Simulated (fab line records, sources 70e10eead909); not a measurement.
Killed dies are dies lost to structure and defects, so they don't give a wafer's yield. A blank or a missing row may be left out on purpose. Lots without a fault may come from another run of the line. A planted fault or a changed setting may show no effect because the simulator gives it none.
Which tool did it? | flow nand_harc | 14 lots, 42 wafers sampled, at 6 steps of a route of 1159

WHAT THE GAUGES READ, wafer by wafer
NHARC_A_SOURCE_PLATE_THK_MEAS_06: measures by ellipsometry. Usual: thk_nm 200.1 nm, standard deviation 2.6.
lot  | measured     | on            | thk_nm (nm)       | flag
L139 | day 7 16:20  | film_metro-02 | 199.0 201.1 198.5 |
L140 | day 8 02:17  | film_metro-02 | 199.1 200.2 200.0 |
L141 | day 8 02:17  | film_metro-01 | 197.0 198.9 195.5 |
L144 | day 8 13:49  | film_metro-02 | 204.1 203.9 204.5 |
L143 | day 8 13:49  | film_metro-01 | 199.5 201.0 199.2 |
L145 | day 8 21:49  | film_metro-01 | 200.2 196.6 198.2 |
L146 | day 8 21:49  | film_metro-02 | 195.8 195.3 195.9 |
L147 | day 9 13:01  | film_metro-02 | 197.3 200.2 197.1 |
L148 | day 9 13:01  | film_metro-01 | 196.8 197.9 200.1 |
L150 | day 10 07:40 | film_metro-01 | 199.1 199.9 197.2 |
L149 | day 10 07:40 | film_metro-02 | 206.3 202.1 205.5 |
L153 | day 11 00:16 | film_metro-01 | 201.4 200.0 198.4 |
L156 | day 11 14:01 | film_metro-01 | 202.2 199.0 200.6 |
L158 | day 12 01:13 | film_metro-01 | 200.1 201.3 201.2 |

NHARC_A_ONON_D1_THK_MEAS_08: measures by ellipsometry. Usual: thk_nm 999 nm, standard deviation 10.
lot  | measured     | on            | thk_nm (nm)    | flag
L139 | day 7 18:07  | film_metro-02 | 1008 1008 1009 |
L140 | day 8 04:22  | film_metro-02 | 996 995 995    |
L141 | day 8 04:31  | film_metro-01 | 1004 1006 1004 |
L144 | day 8 15:43  | film_metro-01 | 992 990 992    |
L143 | day 8 15:50  | film_metro-02 | 993 993 993    |
L145 | day 8 23:39  | film_metro-02 | 1013 1013 1012 |
L146 | day 8 23:40  | film_metro-02 | 997 996 997    |
L147 | day 9 14:47  | film_metro-01 | 992 991 991    |
L148 | day 9 14:50  | film_metro-01 | 1000 1002 1001 |
L150 | day 10 09:27 | film_metro-02 | 978 977 979    |
L149 | day 10 09:26 | film_metro-01 | 1011 1012 1010 |
L153 | day 11 02:02 | film_metro-01 | 1007 1005 1006 |
L156 | day 11 15:47 | film_metro-02 | 998 999 998    |
L158 | day 12 03:13 | film_metro-01 | 1000 1001 1001 |

NHARC_A_ONON_D1_THK_MEAS_11: measures by ellipsometry. Usual: thk_nm 1002 nm, standard deviation 14.
lot  | measured     | on            | thk_nm (nm)    | flag
L139 | day 7 18:40  | film_metro-01 | 1000 1000 1000 |
L140 | day 8 04:59  | film_metro-02 | 1007 1010 1008 |
L141 | day 8 05:04  | film_metro-01 | 1003 1001 1001 |
L144 | day 8 16:17  | film_metro-02 | 1008 1008 1009 |
L143 | day 8 16:24  | film_metro-01 | 1008 1008 1007 |
L145 | day 9 00:13  | film_metro-02 | 1005 1005 1005 |
L146 | day 9 00:22  | film_metro-02 | 996 994 995    |
L147 | day 9 15:22  | film_metro-01 | 997 997 998    |
L148 | day 9 15:25  | film_metro-01 | 1001 1002 1002 |
L150 | day 10 10:01 | film_metro-02 | 979 979 979    |
L149 | day 10 10:01 | film_metro-01 | 981 982 983    |
L153 | day 11 02:36 | film_metro-01 | 1010 1012 1013 |
L156 | day 11 16:21 | film_metro-02 | 1498 1497 1498 | OFF
L158 | day 12 03:47 | film_metro-01 | 1480 1478 1479 | OFF

NHARC_END_SORT_01. Usual: killed_at_array 27, standard deviation 11; killed_at_other 0.7, standard deviation 1.1; killed_at_periphery 3.4, standard deviation 2.1; killed_dies 31, standard deviation 12; killed_open 3.6, standard deviation 2; killed_short 2.0, standard deviation 1.3.
lot  | measured     | on        | killed_at_array | killed_at_other | killed_at_periphery | killed_dies | killed_open | killed_short | flag
L156 | day 24 03:04 | prober-01 | 667 668 672     | 3 1 0           | 7 8 5               | 677 677 677 | 3 7 3       | 2 1 0        | OFF
L158 | day 23 20:10 | prober-02 | 668 671 668     | 0 0 1           | 9 6 8               | 677 677 677 | 3 2 5       | 1 6 2        | OFF

WHICH TOOL RAN EACH LOT (tool, then ch and the chambers of the sampled wafers, then the start)
lot  | NHARC_A_ONON_D1_DEP_09           | NHARC_A_ONON_D1_DEP_33
L139 | pecvd_onon-04 ch 0, day 7 18:17  | pecvd-01 ch 0,1, day 8 04:47
L140 | pecvd_onon-02 ch 0, day 8 04:28  | pecvd-01 ch 0,1, day 8 14:59
L141 | pecvd_onon-04 ch 0, day 8 04:38  | pecvd-02 ch 1,2, day 8 15:13
L144 | pecvd_onon-02 ch 0, day 8 15:46  | pecvd-04 ch 0,2, day 9 02:20
L143 | pecvd_onon-03 ch 0, day 8 16:01  | pecvd-02 ch 0,1,2, day 9 02:28
L145 | pecvd_onon-04 ch 0, day 8 23:49  | pecvd-01 ch 1,2, day 9 10:20
L146 | pecvd_onon-02 ch 0, day 9 00:02  | pecvd-02 ch 0,1,2, day 9 10:37
L147 | pecvd_onon-02 ch 0, day 9 14:51  | pecvd-01 ch 0,2, day 10 01:26
L148 | pecvd_onon-03 ch 0, day 9 14:56  | pecvd-02 ch 0,1,2, day 10 01:31
L150 | pecvd_onon-02 ch 0, day 10 09:31 | pecvd-04 ch 0,2, day 10 23:29
L149 | pecvd_onon-04 ch 0, day 10 09:30 | pecvd-02 ch 1,2, day 10 23:27
L153 | pecvd_onon-03 ch 0, day 11 02:08 | pecvd-04 ch 0,2, day 11 11:27
L156 | pecvd_onon-02 ch 0, day 11 15:53 | pecvd-04 ch 0,1,2, day 12 02:25
L158 | pecvd_onon-02 ch 0, day 12 03:16 | pecvd-02 ch 0,2, day 12 13:40
- NHARC_A_ONON_D1_DEP_09: target thk 1000 nm.
- NHARC_A_ONON_D1_DEP_33: deposits SiO2, target thk 200 nm.

WHAT THE TOOLS THEMSELVES READ (means of the sampled wafers that have a number; where no wafer has one, the mark that the record gives instead)
NHARC_A_ONON_D1_DEP_33. Usual: heater_power_w 522 W, standard deviation 79; throttle_valve_pct 15.9 %, standard deviation 0.61.
lot  | tool     | heater_power_w (W) | throttle_valve_pct (%) | flag
L139 | pecvd-01 | 531                | 15.1                   |
L140 | pecvd-01 | 574                | 15.4                   |
L141 | pecvd-02 | 489                | 15.5                   |
L144 | pecvd-04 | 672                | 16.2                   |
L143 | pecvd-02 | 473                | 16.0                   |
L145 | pecvd-01 | 530                | 15.8                   |
L146 | pecvd-02 | 417                | 15.9                   |
L147 | pecvd-01 | 525                | 15.3                   |
L148 | pecvd-02 | 429                | 16.0                   |
L150 | pecvd-04 | 663                | 15.7                   |
L149 | pecvd-02 | 460                | 15.4                   |
L153 | pecvd-04 | 597                | 15.9                   |
L156 | pecvd-04 | 591                | 15.9                   |
L158 | pecvd-02 | 407                | 16.6                   |

THE ANSWER, worked out from the rows above alone
Rule: a lot is off if the mean of its wafers that have a number lies more than 3 standard deviations from the usual mean. A lot without any number at a reading at which 4 lots or more have one is off too. The other lots that the step has rows for count as sound. The gauges are gone through in route order, then the tools' own readings, and for those a lot's mean is taken as printed above. The first step at which some lot is off is used, and at that step the reading that is off furthest; a lot without a number counts as furthest.
Off: L156, L158, at NHARC_A_ONON_D1_THK_MEAS_11 (thk_nm).
A tool fits if, at a process step before that reading, it ran every lot that is off, and no sound lot after the first of them. The gauges at NHARC_A_ONON_D1_THK_MEAS_11 aren't tried: what is off there is off at NHARC_END_SORT_01 too, on other tools, and a gauge's error can't cause that. One fits: pecvd_onon-02 at NHARC_A_ONON_D1_DEP_09. Its last sound lot is L150 (day 10 09:31), its first lot that is off L156 (day 11 15:53): a fault that began between those two fits.

WHAT THE SIMULATOR HAD PUT IN
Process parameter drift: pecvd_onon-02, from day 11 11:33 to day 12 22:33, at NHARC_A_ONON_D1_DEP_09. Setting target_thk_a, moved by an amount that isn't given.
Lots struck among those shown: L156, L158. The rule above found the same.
